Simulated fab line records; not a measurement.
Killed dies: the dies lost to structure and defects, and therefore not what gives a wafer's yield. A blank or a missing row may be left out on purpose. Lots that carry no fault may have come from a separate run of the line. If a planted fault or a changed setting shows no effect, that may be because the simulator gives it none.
Lot-split experiment | flow n5 finfet | route with 1938 steps; 7 lots, 21 wafers read

== THE SPLIT ==
At N5_BEOL_M13_COAT_58 (time 60 s, resist thk 89 nm), the setting spin rpm was moved away from the recipe's 1500 rpm on 8 of the 21 wafers read, by -7.8% to +7.9%. For the rest of the wafers, this setting stayed at what the recipe calls for.

The split's own step is where the reading is taken.

== THE READING ==
BARC_of_BEOL_M13_COAT_58.thk nm (the simulator's own value, which no gauge read), in nm, at N5_BEOL_M13_COAT_58 (time 60 s, resist thk 89 nm). No usual value for it is given in the file. Across the 13 wafers here that went through the recipe, the average is 89.0 nm and the standard deviation 0.33 nm.

wafer  | tool, chamber at the split | spin rpm as run, rpm | against the recipe | BARC_of_BEOL_M13_COAT_58.thk nm, nm | against lot-mates on the recipe
L076.2 | litho track-01, 0          | 1386                 | -7.6%              | 92.2                                | +4.0
L076.6 | litho track-01, 0          | 1386                 | -7.6%              | 92.2                                | +4.0
L076.5 | litho track-01, 0          | 1500                 | recipe             | 88.2                                | -
L077.1 | litho track-05, 0          | 1500                 | recipe             | 89                                  | -
L077.3 | litho track-05, 0          | 1421                 | -5.3%              | 91.4                                | +2.4
L077.5 | litho track-05, 0          | 1421                 | -5.3%              | 91.6                                | +2.6
L083.3 | litho track-02, 0          | 1619                 | +7.9%              | 86                                  | -3.2
L083.5 | litho track-02, 0          | 1500                 | recipe             | 89.2                                | -
L083.6 | litho track-02, 0          | 1500                 | recipe             | 89.2                                | -
L084.2 | litho track-01, 0          | 1500                 | recipe             | 88.8                                | -
L084.5 | litho track-01, 0          | 1500                 | recipe             | 88.8                                | -
L084.6 | litho track-01, 0          | 1500                 | recipe             | 88.8                                | -
L088.4 | litho track-02, 0          | 1567                 | +4.5%              | 87.8                                | -1.8
L088.5 | litho track-02, 0          | 1500                 | recipe             | 89.6                                | -
L088.6 | litho track-02, 0          | 1567                 | +4.5%              | 87.6                                | -2.0
L095.2 | litho track-01, 0          | 1383                 | -7.8%              | 92.6                                | +3.7
L095.5 | litho track-01, 0          | 1500                 | recipe             | 89                                  | -
L095.6 | litho track-01, 0          | 1500                 | recipe             | 88.8                                | -
L097.3 | litho track-01, 0          | 1500                 | recipe             | 89.2                                | -
L097.4 | litho track-01, 0          | 1500                 | recipe             | 89                                  | -
L097.5 | litho track-01, 0          | 1500                 | recipe             | 89.4                                | -

THE FIT
A straight line over all 21 wafers: BARC_of_BEOL_M13_COAT_58.thk nm changes by -0.408 nm for each +1% of spin rpm; r = -0.98; the points scatter about the line by 0.34 nm.
The same after taking each lot's own level away (the mean of its wafers on the recipe; 21 wafers): -0.469 nm for each +1%; r = -1.00; scatter 0.19 nm.
That fit puts the effect of the largest move of spin rpm on the reading at 3.7 nm.
The lots' own levels span 88.20 to 89.60 nm, that is 4.2 times the standard deviation above.
In other words, the slope is changed by the lot-to-lot level; the two fits disagree.
Check: with one of the wafers moved furthest among these (+7.9%) left out of the fit, the line predicts -3.8 nm for it against its lot-mates. Against them it came out at -3.2 nm.

== FURTHER SPLITS ON THESE WAFERS ==
These wafers also went through other splits before the reading. Each is held against what the fit with the lots' levels taken away leaves over:
other split on the same wafers    | wafers away from the commonest value | r with BARC_of_BEOL_M13_COAT_58.thk nm (lot level and that fit taken away)
N5_BEOL_M7_EXPOSE_08 dose mj      | 6                                    | +0.34
N5_BEOL_M7_TRENCH_ETCH_37 bias w  | 10                                   | -0.28
N5_BEOL_M7_ETCH_41 bias w         | 6                                    | -0.37
N5_BEOL_M9_ILD_DEP_00 time s      | 8                                    | +0.33
N5_BEOL_M9_HM_DEP_02 target thk a | 8                                    | +0.20
N5_BEOL_M11_PEB_26 peb time s     | 6                                    | +0.24

== THE FILE'S OWN FIT ==
BARC_of_BEOL_M13_COAT_58.thk nm changes by -0.464 nm for each +1% of spin rpm, r = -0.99.
